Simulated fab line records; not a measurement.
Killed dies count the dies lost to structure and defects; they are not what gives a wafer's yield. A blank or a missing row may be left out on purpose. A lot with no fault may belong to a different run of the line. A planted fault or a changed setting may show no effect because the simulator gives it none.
Chamber matching    flow nand_harc    4 sister chambers for NHARC_P_ZERO_WELL_ETCH_63 on rie_si-04
The step etches the open film in HBr/Cl2, target depth 120 nm, time 40.1 s. 14 wafers are shown with their chamber, then 7 later ones without.

## WAFERS, EACH WITH ITS CHAMBER
wafer   chamber  oes_product_au (a.u.)  throttle_valve_pct (%)
L988.3  2        1.001                  26.412
L988.4  3        0.999                  26.415
L988.5  1        1.009                  26.401
L992.2  3        1.001                  26.420
L992.5  1        1.007                  26.411
L992.6  2        1.017                  26.412
L993.1  3        0.986                  26.390
L993.3  2        0.996                  26.410
L993.4  1        1.012                  26.412
L997.2  0        0.996                  26.414
L997.3  3        0.978                  26.401
L997.5  2        1.002                  26.401
L104.2  2        0.983                  26.409
L104.3  1        0.998                  26.413

SIGNATURES (means of the wafers above)
reading             chamber 0  chamber 1  chamber 2  chamber 3  scatter within a chamber
oes_product_au      0.99600    1.00650    0.99980    0.99100    0.0103
throttle_valve_pct  26.41400   26.40925   26.40880   26.40650   0.00856
Rule: a wafer's distance from a chamber is the root of the sum, over the readings, of the square of ((its reading less the chamber's mean) divided by the reading's scatter). If the next closest chamber is less than 2 further off than the closest, the wafer can't be placed; otherwise it belongs to the closest. How the scatter is found: for the shown wafers, subtract from each reading the mean of its chamber, square and add these, divide the total by (wafers less chambers), then take the root.

## WAFERS WITHOUT THEIR CHAMBER
wafer   oes_product_au (a.u.)  throttle_valve_pct (%)
L104.6  1.001                  26.402
L106.1  1.011                  26.403
L106.3  0.998                  26.410
L106.4  0.996                  26.400
L109.2  0.999                  26.409
L109.3  0.998                  26.391
L109.5  0.995                  26.409

## CHAMBER TAKEN BY EACH
wafer   from the rows above                in truth
L104.6  can't be placed: 2 or 1 or 3 or 0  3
L106.1  can't be placed: 1 or 2 or 0 or 3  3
L106.3  can't be placed: 2 or 0 or 3 or 1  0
L106.4  can't be placed: 3 or 2 or 1 or 0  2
L109.2  can't be placed: 2 or 0 or 1 or 3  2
L109.3  can't be placed: 3 or 2 or 1 or 0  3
L109.5  can't be placed: 2 or 3 or 0 or 1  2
Correctly placed: 0 of 7. From these rows, 7 cannot be placed; in 7 the true chamber is one of the candidates. Wrongly placed: 0.
